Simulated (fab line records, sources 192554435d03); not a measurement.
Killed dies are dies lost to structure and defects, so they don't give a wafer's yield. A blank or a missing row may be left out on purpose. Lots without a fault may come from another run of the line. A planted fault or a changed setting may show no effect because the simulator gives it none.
fab line records | flow n5_finfet
record lots=7 wafers=39
route steps=1938 shown STI_FIN_REVEAL@183 SD_EPI_P@321 GATE_CUT@477 MOL_CONTACT_COAG@581
start_h: hours from the record's first day to the start of the lot's first wafer shown | wait_h: hours since the lot's step before | " the same as in the row above | L1.1+2: a row that stands for several wafers | - no value, or no start given | * or withheld: withheld | < > ~ a bound
route shown NAME@n: a module of which the file shows steps, and the number in the route of the first | usual: mean/standard deviation of fault-free wafers | same: alike in all rows | chamber/n: place in a boat | sites: the reading at each site | _std_site: their standard deviation | _edge_site: outer sites' mean less inner sites' | radius_mm: how far each site lies from the wafer's centre | mask NAME#n: copy n | behind: the tool/chamber that last shaped the wafer | hold: why the lot was held/for how many hours/how that ended | device: the transistor (n, p or np) that didn't switch | end of line: the same wafers' tests at the end of the route | a step without rows: its recipe alone | killed: dies lost to structure and defects at the first sort, not the wafer's yield | map: a wafer's dies, x killed, . not, _ none there
set.NAME: the setting as run; set.NAME@STEP: as run at that earlier step | model.NAME: the simulator's own value behind a step, which no gauge read
lots whose settings were changed on purpose; a table a step, a row a wafer
## steps
# step N5_STI_FIN_REVEAL_ALD_00
# recipe material=SiO2 target_thk_a=10 temp_c=300 ald_precursor_family=BDEAS ald_co_reactant=O2-plasma pulse_time_s=1 pressure_torr=2
# columns lot.wafer tool chamber start_h wait_h set.target_thk_a model.SiO2_of_STI_FIN_REVEAL_ALD_00.thk_nm
L074.1+4+6 ald_sin-04 1,0,0 29.30 1.7 10 1
L076.1+4+6 ald_sin-02 3,0,1 40.84 0.0 15.85 1.6
L076.2+3+5 " 2,1,2 " " 10 1
L077.1+2+3+4+5+6 ald_sin-02 2,0,3,1,1,0 46.92 0.0 10 1
L091.1+3+5 ald_sin-03 0,2,0 133.12 0.0 10 1
L091.2+4+6 " 3,1,3 " " 13.64 1.4
L092.1+4+6 ald_sin-04 1,0,3 138.38 0.0 10 1
L092.2+3+5 " 3,2,0 " " 4.016 0.4
L093.1+2+3+4+5+6 ald_sin-02 0,2,1,0,1,2 141.90 0.0 10 1
L095.1+2+6 ald_sin-02 2,0,1 154.65 0.0 12.01 1.2
L095.3+4+5 " 3,1,0 " " 10 1
# step N5_SD_EPI_P_EPI_21
# recipe material=SiGe:B dopant=B temp_c=550 pressure_torr=20 ambient=H2 time_s=355
# columns lot.wafer tool chamber start_h wait_h set.time_s model.SiGe-B_of_SD_EPI_P_EPI_21.thk_nm
L074.1 epi_rpcvd-03 0 57.78 0.1 355 61
L074.4 " 0 58.86 1.1 355 61.6
L074.6 " 0 " " 355 61.4
L076.1 epi_rpcvd-03 0 67.25 0.1 355 60.4
L076.2+3 " 0 " " 273.7 50.8
L076.4 " 0 " " 355 60.6
L076.5 " 0 " " 355 60
L076.6 " 0 " " 273.7 51.2
L077.1 epi_rpcvd-03 0 74.13 0.1 545.3 81.4
L077.2 " 0 " " 545.3 80.4
L077.3+4+6 " 0 " " 355 59.6
L077.5 " 0 " " 545.3 81.2
L091.1+3+4 epi_rpcvd-01 0 159.79 0.2 355 60.6
L091.2 " 0 " " 355 60.2
L091.5 " 0 161.71 2.0 355 60.8
L091.6 " 0 " " 355 60.4
L092.1 epi_rpcvd-04 0 165.23 0.1 355 60
L092.2 " 0 " " 511.9 78.4
L092.3 " 0 " " 511.9 78
L092.4 " 0 " " 355 60.6
L092.5 " 0 " " 355 60.4
L092.6 " 0 " " 511.9 79
L093.1 epi_rpcvd-03 0 169.77 0.3 355 61
L093.2 " 0 " " 355 61.4
L093.3 " 0 " " 355 61.8
L093.4 " 0 " " 502.5 78.6
L093.5 " 0 " " 502.5 77
L093.6 " 0 " " 502.5 77.6
L095.1+5 epi_rpcvd-04 0 182.70 0.1 355 60.6
L095.2 " 0 " " 294.1 53
L095.3 " 0 " " 294.1 53.6
L095.4 " 0 " " 294.1 52.8
L095.6 " 0 " " 355 60.4
# step N5_SD_EPI_P_EPI_MEAS_23
# recipe mode=xrd
# usual thk_nm=60.8/1.2
# columns lot.wafer tool chamber start_h wait_h set.time_s@SD_EPI_P_EPI_21 thk_nm
L074.1 film_metro-02 - 59.98 1.8 355 59.7
L074.4 " - " " 355 62.3
L074.6 " - " " 355 63.3
L076.1 film_metro-02 - 69.45 1.8 355 59.9
L076.2 " - " " 273.7 50.0
L076.3 " - " " 273.7 50.2
L076.4 " - " " 355 62.1
L076.5 " - " " 355 61.7
L076.6 " - " " 273.7 50.7
L077.1 film_metro-02 - 76.33 1.8 545.3 80.2
L077.2 " - " " 545.3 81.0
L077.3 " - " " 355 60.4
L077.4 " - " " 355 59.5
L077.5 " - " " 545.3 81.3
L077.6 " - " " 355 60.6
L091.1 film_metro-01 - 162.71 2.4 355 60.3
L091.2 " - " " 355 59.8
L091.3 " - " " 355 62.6
L091.4 " - " " 355 59.9
L091.5 " - " " 355 59.0
L091.6 " - " " 355 59.8
L092.1 film_metro-01 - 167.44 1.9 355 58.6
L092.2 " - " " 511.9 78.4
L092.3 " - " " 511.9 77.1
L092.4 " - " " 355 60.0
L092.5 " - " " 355 63.3
L092.6 " - " " 511.9 77.8
L093.1 film_metro-01 - 173.64 3.2 355 59.1
L093.2 " - " " 355 62.0
L093.3 " - " " 355 61.5
L093.4 " - " " 502.5 78.1
L093.5 " - " " 502.5 77.5
L093.6 " - " " 502.5 77.3
L095.1 film_metro-01 - 184.90 1.8 355 61.1
L095.2 " - " " 294.1 53.5
L095.3 " - " " 294.1 52.7
L095.4 " - " " 294.1 52.6
L095.5 " - " " 355 61.5
L095.6 " - " " 355 60.8
# step N5_GATE_CUT_HM_DEP_46
# recipe material=SiO2 target_thk_a=1300 temp_c=400 precursor=TEOS/O2 pressure_torr=6.5 rf_w=900 teos_flow_sccm=161.4 gas=O2 flow_sccm=2650 time_s=26.6
# columns lot.wafer tool chamber start_h wait_h set.time_s model.SiO2_of_GATE_CUT_HM_DEP_46.thk_nm
L074.1 pecvd-03 2 85.27 0.0 26.6 128.4
L074.4 " 1 " " 26.6 129
L074.6 " 2 " " 26.6 129.4
L076.1 pecvd-03 2 95.00 0.0 16.12 82.4
L076.2 " 1 " " 26.6 131
L076.3 " 0 " " 16.12 80.4
L076.4 " 0 " " 26.6 132.4
L076.5 " 1 " " 26.6 133.6
L076.6 " 2 " " 16.12 83
L077.1 pecvd-04 1 102.31 0.0 26.6 128.2
L077.2 " 2 " " 26.6 129.2
L077.3 " 0 " " 26.6 129.4
L077.4 " 2 " " 39.45 191.2
L077.5 " 0 " " 39.45 191
L077.6 " 1 " " 39.45 190.4
L091.1 pecvd-04 2 187.66 0.0 40.2 191.8
L091.2 " 1 " " 40.2 190.2
L091.3+4 " 0,1 " " 26.6 128.8
L091.5 " 2 " " 26.6 129.8
L091.6 " 0 " " 40.2 195
L092.1 pecvd-04 0 193.09 0.0 26.6 131.6
L092.2 " 2 " " 26.6 130.8
L092.3 " 1 " " 26.6 130.6
L092.4 " 2 " " 26.6 132
L092.5 " 1 " " 26.6 131.8
L092.6 " 0 " " 26.6 133.4
L093.1 pecvd-01 0 199.79 0.0 26.6 127.4
L093.2 " 1 " " 26.6 127.2
L093.3+6 " 2 " " 26.6 129.6
L093.4 " 0 " " 26.6 130
L093.5 " 1 " " 26.6 129.8
L095.1 pecvd-04 0 213.83 0.0 26.6 130.4
L095.2 " 1 " " 26.6 128.8
L095.3 " 2 " " 35.7 171.6
L095.4 " 0 " " 35.7 177.4
L095.5 " 1 " " 26.6 131.6
L095.6 " 2 " " 35.7 175.6
# step N5_GATE_CUT_COAT_34
# recipe resist=SOC temp_c=250 time_s=60 spin_rpm=1500 resist_thk_nm=60
# step N5_GATE_CUT_COAT_35
# recipe resist=SiARC temp_c=220 time_s=60 spin_rpm=1500 resist_thk_nm=10
# step N5_GATE_CUT_STRIP_38
# recipe chemistry=N2/H2 temp_c=40 n2_flow_sccm=200 h2_flow_sccm=200 rf_frequency_hz=6e+07
# step N5_GATE_CUT_STRIP_39
# recipe chemistry=N2/H2 temp_c=40 n2_flow_sccm=200 h2_flow_sccm=200 rf_frequency_hz=6e+07
# step N5_GATE_CUT_HM_OPEN_40
# recipe chemistry=C4F6/O2 target=SiO2 mask_material=SiARC target_depth_a=1390 time_s=85.1 ion_energy_ev=250 pressure_mtorr=30 source_w=345 bias_w=185 Ar_flow_sccm=300 C4F6_flow_sccm=10 O2_flow_sccm=10 ends=cleared
# usual etch_rf_on_time_s=93.6/1.7
# columns lot.wafer tool chamber start_h wait_h set.time_s@GATE_CUT_HM_DEP_46 etch_rf_on_time_s model.etch.depth_nm model.SOC_of_GATE_CUT_COAT_34.thk_nm
L074.1 rie_diel-02 0 85.89 0.0 26.6 94.1 128.4 33
L074.4 " 0 " " 26.6 94.5 128.9 33.2
L074.6 " 3 " " 26.6 91.5 129.5 32.8
L076.1 rie_diel-04 1 95.63 0.0 16.12 58.4 82.46 43
L076.2 " 2 " " 26.6 94.2 131 32.6
L076.3 " 3 " " 16.12 57.6 80.44 43.4
L076.4 " 0 " " 26.6 95.9 132.5 32.6
L076.5 " 0 " " 26.6 95.6 133.7 32.4
L076.6 " 3 " " 16.12 59.5 82.94 43
L077.1 rie_diel-04 3 102.95 0.0 26.6 92.3 128.2 33.4
L077.2 " 1 " " 26.6 91.4 129.1 33
L077.3 " 2 " " 26.6 92.5 129.4 32.6
L077.4 " 0 " " 39.45 136.6 191.1 19.8
L077.5 " 1 " " 39.45 135.3 191 20.2
L077.6 " 2 " " 39.45 135.9 190.4 20
L091.1 rie_diel-02 3 188.29 0.0 40.2 136.2 191.7 19.2
L091.2 " 0 " " 40.2 135.3 190.2 19.8
L091.3 " 1 " " 26.6 94.0 128.9 32.8
L091.4 " 2 " " 26.6 91.7 128.9 32.6
L091.5 " 2 " " 26.6 91.9 129.8 32.4
L091.6 " 3 " " 40.2 140.4 195 18.8
L092.1 rie_diel-04 3 193.84 0.0 26.6 93.7 131.5 32.6
L092.2 " 1 " " 26.6 92.4 130.8 32.8
L092.3 " 0 " " 26.6 94.3 130.6 32.8
L092.4 " 2 " " 26.6 93.9 132 32
L092.5 " 0 " " 26.6 94.8 131.8 32.6
L092.6 " 3 " " 26.6 94.0 133.5 32.2
L093.1 rie_diel-01 1 200.49 0.0 26.6 92.2 127.4 33.4
L093.2 " 3 " " 26.6 92.6 127.2 33.6
L093.3 " 0 " " 26.6 95.2 129.5 33.2
L093.4 " 1 " " 26.6 93.3 130 33
L093.5 " 3 " " 26.6 95.5 129.8 33
L093.6 " 0 " " 26.6 95.5 129.6 33
L095.1 rie_diel-02 2 215.28 0.0 26.6 91.7 130.5 32.2
L095.2 " 3 " " 26.6 92.1 128.7 32.6
L095.3 " 0 " " 35.7 121.1 171.6 23.6
L095.4 " 1 " " 35.7 128.2 177.4 22.6
L095.5 " 1 " " 26.6 95.9 131.6 32.4
L095.6 " 0 " " 35.7 124.4 175.6 23
# step N5_GATE_CUT_STRIP_41
# recipe chemistry=CF4 resist=SiARC power_w=300 bias_power_w=75 pressure_mtorr=50 cf4_flow_sccm=150 rf_frequency_hz=6e+07
# step N5_GATE_CUT_STRIP_42
# recipe chemistry=O2 power_w=400 temp_c=40 pressure_mtorr=30 rf_frequency_hz=6e+07 bias_power_w=0 overash_fraction=0.3 o2_flow_sccm=225
# step N5_GATE_CUT_ALD_22
# recipe material=SiNx target_thk_a=160 temp_c=400 ald_precursor_family=SiH2I2 ald_co_reactant=N2/H2-plasma pulse_time_s=1 ald_cycles=320 purge_time_s=2 co_reactant_purge_time_s=2 pressure_torr=2
# step N5_GATE_CUT_CMP_23
# recipe stop_on=SiO2 t_overpolish_s=23.4 post_cmp_clean=alkaline_brush down_force_psi=2.5 platen_rpm=51.8 pad_velocity_m_s=1.0307 target_thk_nm=16
# step N5_GATE_CUT_THK_MEAS_24
# recipe reads=SiO2_of_GATE_CUT_HM_DEP_46+SiO2_flowable_of_ILD0_FCVD_FILL_01
# usual GC_FILL_THK=219.8/2
# columns lot.wafer tool chamber start_h wait_h set.time_s@GATE_CUT_HM_DEP_46 GC_FILL_THK[nm]
L074.1 film_metro-01 - 88.38 - 26.6 219.1
L074.4 " - " " 26.6 219.6
L074.6 " - " " 26.6 220.4
L076.1 film_metro-01 - 98.09 - 16.12 173.2
L076.2 " - " " 26.6 221.8
L076.3 " - " " 16.12 171.3
L076.4 " - " " 26.6 223.2
L076.5 " - " " 26.6 223.8
L076.6 " - " " 16.12 173.8
L077.1 film_metro-01 - 105.61 - 26.6 217.5
L077.2 " - " " 26.6 218.7
L077.3 " - " " 26.6 218.9
L077.4 " - " " 39.45 280.6
L077.5 " - " " 39.45 280.9
L077.6 " - " " 39.45 280.5
L091.1 film_metro-02 - 190.97 - 40.2 281.6
L091.2 " - " " 40.2 279.3
L091.3 " - " " 26.6 218.9
L091.4 " - " " 26.6 219.1
L091.5 " - " " 26.6 220.5
L091.6 " - " " 40.2 284.9
L092.1 film_metro-02 - 196.30 - 26.6 222.2
L092.2 " - " " 26.6 221.1
L092.3 " - " " 26.6 221.7
L092.4 " - " " 26.6 222.9
L092.5 " - " " 26.6 222.5
L092.6 " - " " 26.6 224.1
L093.1 film_metro-01 - 203.00 - 26.6 217.8
L093.2 " - " " 26.6 217.1
L093.3 " - " " 26.6 220.0
L093.4 " - " " 26.6 221.1
L093.5 " - " " 26.6 220.0
L093.6 " - " " 26.6 219.5
L095.1 film_metro-02 - 217.78 - 26.6 220.1
L095.2 " - " " 26.6 218.1
L095.3 " - " " 35.7 262.4
L095.4 " - " " 35.7 267.7
L095.5 " - " " 26.6 221.9
L095.6 " - " " 35.7 266.6
# step N5_GATE_CUT_CMP_43
# recipe material=SiO2 post_cmp_clean=rinse_only
# columns lot.wafer tool chamber start_h wait_h set.time_s@GATE_CUT_HM_DEP_46 model.SiO2_of_GATE_CUT_HM_DEP_46.thk_nm
L074.1+4+6 cmp-02 3,2,3 88.41 0.0 26.6 5
L076.4+5 cmp-03 3,0 98.12 0.0 26.6 5.2
L076.1+6 " 0,3 " " 16.12 2.8
L076.2 " 1 " " 26.6 5
L076.3 " 2 " " 16.12 2.6
L077.3+2+1 cmp-02 3,0,1 105.69 0.1 26.6 5
L077.4+5 " 2,3 " " 39.45 8
L077.6 " 0 " " 39.45 7.8
L091.4+3+5 cmp-01 0,1,0 191.15 0.2 26.6 5
L091.1 " 2 " " 40.2 8
L091.2 " 3 " " 40.2 7.8
L091.6 " 1 " " 40.2 8.2
L092.4+3+2+1+5 cmp-02 2,3,0,1,2 196.33 0.0 26.6 5
L092.6 " 3 " " 26.6 5.2
L093.1+2 cmp-01 0,1 203.03 0.0 26.6 4.8
L093.3+4+5+6 " 2,3,0,1 " " 26.6 5
L095.1+2+5 cmp-03 1,0,1 217.81 0.0 26.6 5
L095.3 " 2 " " 35.7 7
L095.4+6 " 3,2 " " 35.7 7.2
# step N5_MOL_CONTACT_COAG_ETCH_91
# recipe chemistry=N2/H2 target=SOC target_depth_a=600 overetch_a=210 mask_material=SiARC temp_c=40 time_s=101.2 ion_energy_ev=200 pressure_mtorr=30 source_w=840 bias_w=150 n2_flow_sccm=200 h2_flow_sccm=200
# columns lot.wafer tool chamber start_h wait_h set.time_s model.SiARC_of_MOL_CONTACT_COAG_COAT_76.thk_nm
L074.1+4+6 rie_diel-06 3,3,1 101.74 0.0 101.2 5.8
L076.1+5+6 rie_diel-03 0,1,0 112.03 0.0 49.74 8
L076.2 " 2 " " 101.2 5.6
L076.3+4 " 3,1 " " 101.2 5.8
L077.1+3 rie_diel-03 1,3 120.95 0.0 145.5 4
L077.2 " 0 " " 101.2 6
L077.4 " 2 " " 145.5 3.8
L077.5+6 " 2,1 " " 101.2 5.8
L091.1+4+6 rie_diel-06 2,1,2 204.41 0.0 85 6.6
L091.2+5 " 1,0 " " 101.2 5.8
L091.3 " 0 " " 101.2 5.6
L092.1 rie_diel-03 3 208.33 0.0 101.2 6
L092.2+4 " 2,1 " " 101.2 5.8
L092.3 " 0 " " 82.44 6.8
L092.5+6 " 2,1 " " 82.44 6.6
L093.1+4 rie_diel-06 1 217.45 0.0 101.2 6
L093.2 " 0 " " 101.2 5.8
L093.3+6 " 2 " " 136.6 4.6
L093.5 " 0 " " 136.6 4.2
L095.1+4+5 rie_diel-06 2,1,1 232.16 0.0 101.2 6
L095.2 " 3 " " 101.2 5.6
L095.3+6 " 0 " " 101.2 5.8
# step N5_MOL_CONTACT_COAG_STRIP_92
# recipe chemistry=N2/H2 temp_c=40 n2_flow_sccm=200 h2_flow_sccm=200 rf_frequency_hz=6e+07
# step N5_MOL_CONTACT_COAG_STRIP_93
# recipe chemistry=N2/H2 temp_c=40 n2_flow_sccm=200 h2_flow_sccm=200 rf_frequency_hz=6e+07
# step N5_MOL_CONTACT_COAG_VIA_ETCH_46
# recipe chemistry=C4F6/O2 target_depth_a=460 overetch_a=92 mask_material=SOC target=SiO2 bias_w=455 pressure_mtorr=10 time_s=40 source_w=325 Ar_flow_sccm=300 C4F6_flow_sccm=10 O2_flow_sccm=10 ion_energy_ev=575.3 ends=end_point
# step N5_MOL_CONTACT_COAG_STRIP_96
# recipe chemistry=N2/H2 power_w=500 temp_c=40 pressure_mtorr=50 rf_frequency_hz=6e+07 overash_fraction=0.3 bias_power_w=28 h2_frac=0.5 n2_flow_sccm=300 h2_flow_sccm=300
# step N5_MOL_CONTACT_COAG_ETCH_47
# recipe chemistry=CH3F/O2 target=SiNx target_depth_a=270 mask_material=SiO2 stop_on=W over_etch_frac=0.2 ion_energy_ev=120 endpoint=OES-CN pressure_mtorr=30 source_w=395 bias_w=73 Ar_flow_sccm=150 CH3F_flow_sccm=30 O2_flow_sccm=20 ends=end_point
# usual etch_rf_on_time_s=31.3/0.5
# columns lot.wafer tool chamber start_h wait_h set.time_s@MOL_CONTACT_COAG_ETCH_91 etch_rf_on_time_s
L074.1 rie_diel-06 3 101.97 0.0 101.2 31.5
L074.4 " 3 " " 101.2 31.0
L074.6 " 1 " " 101.2 30.7
L076.1 rie_diel-03 0 112.26 0.0 49.74 50.8
L076.2 " 2 " " 101.2 30.9
L076.3 " 3 " " 101.2 31.5
L076.4 " 1 " " 101.2 31.6
L076.5 " 1 " " 49.74 50.8
L076.6 " 0 " " 49.74 50.8
L077.1 rie_diel-03 1 121.18 0.0 145.5 31.7
L077.2 " 0 " " 101.2 32.0
L077.3 " 3 " " 145.5 31.6
L077.4 " 2 " " 145.5 31.1
L077.5 " 2 " " 101.2 30.9
L077.6 " 1 " " 101.2 31.7
L091.1 rie_diel-06 2 204.64 0.0 85 31.4
L091.2 " 1 " " 101.2 31.5
L091.3 " 0 " " 101.2 31.3
L091.4 " 1 " " 85 31.5
L091.5 " 0 " " 101.2 31.0
L091.6 " 2 " " 85 31.0
L092.1 rie_diel-03 3 208.56 0.0 101.2 31.4
L092.2 " 2 " " 101.2 31.1
L092.3 " 0 " " 82.44 31.7
L092.4 " 1 " " 101.2 31.4
L092.5 " 2 " " 82.44 30.9
L092.6 " 1 " " 82.44 31.5
L093.1 rie_diel-06 1 217.68 0.0 101.2 31.2
L093.2 " 0 " " 101.2 30.2
L093.3 " 2 " " 136.6 30.8
L093.4 " 1 " " 101.2 31.0
L093.5 " 0 " " 136.6 30.4
L093.6 " 2 " " 136.6 31.1
L095.1 rie_diel-06 2 232.39 0.0 101.2 31.5
L095.2 " 3 " " 101.2 30.2
L095.3 " 0 " " 101.2 30.5
L095.4 " 1 " " 101.2 31.4
L095.5 " 1 " " 101.2 31.2
L095.6 " 0 " " 101.2 30.7
## key
split step=N5_STI_FIN_REVEAL_ALD_00 setting=target_thk_a stated=10 by=wafer
response step=N5_STI_FIN_REVEAL_ALD_00 reading=model.SiO2_of_STI_FIN_REVEAL_ALD_00.thk_nm change=+0.0103 per=1% r=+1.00
split step=N5_SD_EPI_P_EPI_21 setting=time_s stated=355 by=wafer
response step=N5_SD_EPI_P_EPI_21 reading=model.SiGe-B_of_SD_EPI_P_EPI_21.thk_nm change=+0.403 per=1% r=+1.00
response step=N5_SD_EPI_P_EPI_MEAS_23 reading=thk_nm change=* per=1% r=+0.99
split step=N5_GATE_CUT_HM_DEP_46 setting=time_s stated=26.6 by=wafer
response step=N5_GATE_CUT_HM_DEP_46 reading=model.SiO2_of_GATE_CUT_HM_DEP_46.thk_nm change=+1.27 per=1% r=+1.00
response step=N5_GATE_CUT_HM_OPEN_40 reading=etch_rf_on_time_s change=* per=1% r=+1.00
response step=N5_GATE_CUT_HM_OPEN_40 reading=model.etch.depth_nm change=+1.27 per=1% r=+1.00
response step=N5_GATE_CUT_HM_OPEN_40 reading=model.SOC_of_GATE_CUT_COAT_34.thk_nm change=-0.267 per=1% r=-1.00
response step=N5_GATE_CUT_THK_MEAS_24 reading=GC_FILL_THK change=+1.27 per=1% r=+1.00
response step=N5_GATE_CUT_CMP_43 reading=model.SiO2_of_GATE_CUT_HM_DEP_46.thk_nm change=+0.0603 per=1% r=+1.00
split step=N5_MOL_CONTACT_COAG_ETCH_91 setting=time_s stated=101.2 by=wafer
response step=N5_MOL_CONTACT_COAG_ETCH_91 reading=model.SiARC_of_MOL_CONTACT_COAG_COAT_76.thk_nm change=-0.0442 per=1% r=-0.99
response step=N5_MOL_CONTACT_COAG_ETCH_47 reading=etch_rf_on_time_s shape=bent at_lowest=* at_stated=* at_highest=*
